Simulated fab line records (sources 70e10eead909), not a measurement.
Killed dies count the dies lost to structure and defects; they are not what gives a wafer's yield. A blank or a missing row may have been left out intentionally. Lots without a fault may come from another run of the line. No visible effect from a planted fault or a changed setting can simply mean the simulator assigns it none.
One fault through the eyes of 2 desks | flow nand harc | each desk has only its own numbers; what lay behind them comes last

## THE DEFECT DESK
Counts from the inspections along the route, per lot, as means over the sampled wafers that have a number. The brackets show how far a lot's mean lies from the usual mean; more than 4 standard deviations puts the lot out of limits, marked OUT.
Columns: A = raw defect count at NHARC_P_BONDPAD_INSPECT_23, usual 320
lot  | first seen here | A
L766 | day 7 04:23     | 223
L765 | day 7 05:19     | 258
L767 | day 7 10:37     | 329
L769 | day 7 19:01     | 311
L770 | day 8 01:32     | 370
L772 | day 8 11:28     | 267
L773 | day 8 12:59     | 286
L775 | day 9 17:53     | 300
L776 | day 9 19:05     | 258
L777 | day 9 20:12     | 362
L779 | day 10 12:05    | 288
L782 | day 11 03:53    | 286
L785 | day 11 14:48    | 389
This desk found nothing out of limits on any of the 13 lots.

## THE METROLOGY DESK
What the gauges read for every lot (on any tool): the sampled wafers with a number, averaged. The brackets show how far a lot's mean lies from the usual mean; more than 4 standard deviations puts the lot out of limits, marked OUT.
Columns: A = thk nm at NHARC_A_ONON_D1_THK_MEAS_21, usual 1004 nm; B = thk nm at NHARC_A_ONON_D1_THK_MEAS_24, usual 1002 nm
lot  | first seen here | A                      | B
L766 | day 8 15:03     | 992                    | 995
L765 | day 8 15:04     | 1003                   | 1003
L767 | day 8 21:02     | 1010                   | 1016
L769 | day 9 08:54     | 999                    | 985
L770 | day 9 22:50     | 990                    | 1016
L773 | day 9 23:11     | 998                    | 1000
L772 | day 9 23:19     | 1003                   | 997
L777 | day 11 03:55    | 993                    | 1023
L776 | day 11 03:57    | 997                    | 996
L775 | day 11 04:16    | 1015                   | 1007
L779 | day 11 22:46    | 1011                   | 1005
L782 | day 12 14:26    | 1875 (+99 or more) OUT | -
L785 | day 13 00:48    | 1872 (+99 or more) OUT | -
This desk finds L782, L785 out of limits, L782 being first, at day 12 14:26 (thk nm at NHARC_A_ONON_D1_THK_MEAS_21). L766, L765, L767, L769, L770, L773, L772, L777, L776, L775, L779 stayed within limits.

## BROUGHT TOGETHER
The metrology desk could have raised an alarm at day 12 14:26, on L782, L785.
No out-of-limits result turned up at the defect desk.
The defect desk has L782, L785 on record, within its limits.
Of the lots named, all ran NHARC_A_ONON_D1_DEP_19 on pecvd onon-01.

## WHAT WAS PUT IN BY THE SIMULATOR
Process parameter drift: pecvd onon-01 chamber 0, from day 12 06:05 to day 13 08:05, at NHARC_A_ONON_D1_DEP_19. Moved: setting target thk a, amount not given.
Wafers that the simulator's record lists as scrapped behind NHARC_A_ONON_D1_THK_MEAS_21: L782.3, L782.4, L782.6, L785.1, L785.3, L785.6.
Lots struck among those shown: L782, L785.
Time in hours between the start of the fault and the first out-of-limits reading at each desk: metrology desk, 8.
